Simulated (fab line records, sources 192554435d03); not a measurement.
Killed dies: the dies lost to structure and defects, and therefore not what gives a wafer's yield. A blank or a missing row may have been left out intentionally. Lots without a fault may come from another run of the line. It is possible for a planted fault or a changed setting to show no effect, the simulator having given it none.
Matching of chambers / flow n5 finfet / pecvd-01 running N5_BEOL_M3_ILD_DEP_00: 3 sister chambers
The step deposits SiOC from DEMS/O2, target thk 79 nm, time 15.3 s. 6 wafers are shown with their chamber, then 11 later ones without.

## WAFERS PAIRED WITH THEIR CHAMBERS
wafer=L087.2; chamber=1; throttle valve pct (%)=12.2; showerhead plenum p Torr (Torr)=5.677
wafer=L090.4; chamber=0; throttle valve pct (%)=12.4; showerhead plenum p Torr (Torr)=5.701
wafer=L092.2; chamber=1; throttle valve pct (%)=12.3; showerhead plenum p Torr (Torr)=5.672
wafer=L092.3; chamber=0; throttle valve pct (%)=12.4; showerhead plenum p Torr (Torr)=5.694
wafer=L092.6; chamber=2; throttle valve pct (%)=11.2; showerhead plenum p Torr (Torr)=5.684
wafer=L094.2; chamber=2; throttle valve pct (%)=11.3; showerhead plenum p Torr (Torr)=5.688

## WAFERS WHOSE CHAMBER IS MISSING
wafer=L094.3; throttle valve pct (%)=12.3; showerhead plenum p Torr (Torr)=5.695
wafer=L094.4; throttle valve pct (%)=12.2; showerhead plenum p Torr (Torr)=5.673
wafer=L096.3; throttle valve pct (%)=11.1; showerhead plenum p Torr (Torr)=5.687
wafer=L096.4; throttle valve pct (%)=12.2; showerhead plenum p Torr (Torr)=5.673
wafer=L096.5; throttle valve pct (%)=12.2; showerhead plenum p Torr (Torr)=5.716
wafer=L095.3; throttle valve pct (%)=11.5; showerhead plenum p Torr (Torr)=5.683
wafer=L095.5; throttle valve pct (%)=11.6; showerhead plenum p Torr (Torr)=5.680
wafer=L095.6; throttle valve pct (%)=12.3; showerhead plenum p Torr (Torr)=5.689
wafer=L097.2; throttle valve pct (%)=12.1; showerhead plenum p Torr (Torr)=5.693
wafer=L097.4; throttle valve pct (%)=12.3; showerhead plenum p Torr (Torr)=5.701
wafer=L097.5; throttle valve pct (%)=11.2; showerhead plenum p Torr (Torr)=5.690

## EACH ONE'S CHAMBER
wafer=L094.3; from the rows above=0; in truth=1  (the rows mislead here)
wafer=L094.4; from the rows above=1; in truth=1
wafer=L096.3; from the rows above=2; in truth=2
wafer=L096.4; from the rows above=1; in truth=1
wafer=L096.5; from the rows above=0; in truth=0
wafer=L095.3; from the rows above=2; in truth=2
wafer=L095.5; from the rows above=2; in truth=2
wafer=L095.6; from the rows above=can't be placed: 0 or 1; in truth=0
wafer=L097.2; from the rows above=can't be placed: 0 or 1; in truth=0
wafer=L097.4; from the rows above=0; in truth=0
wafer=L097.5; from the rows above=2; in truth=2
Placed correctly: 8 of 11. Not placeable from these rows: 2 (in 2, the candidates include the true chamber). Number placed wrongly: 1.
How it was worked out, from the rows above alone: a wafer's distance from a chamber is the root of the sum, over the readings, of the square of ((its reading less the chamber's mean) divided by the reading's scatter). If the next closest chamber is less than 2 further off than the closest, the wafer can't be placed; otherwise it belongs to the closest. The mean given for a chamber averages the wafers shown for that chamber. How the scatter is found: for the shown wafers, subtract from each reading the mean of its chamber, square and add these, divide the total by (wafers less chambers), then take the root.
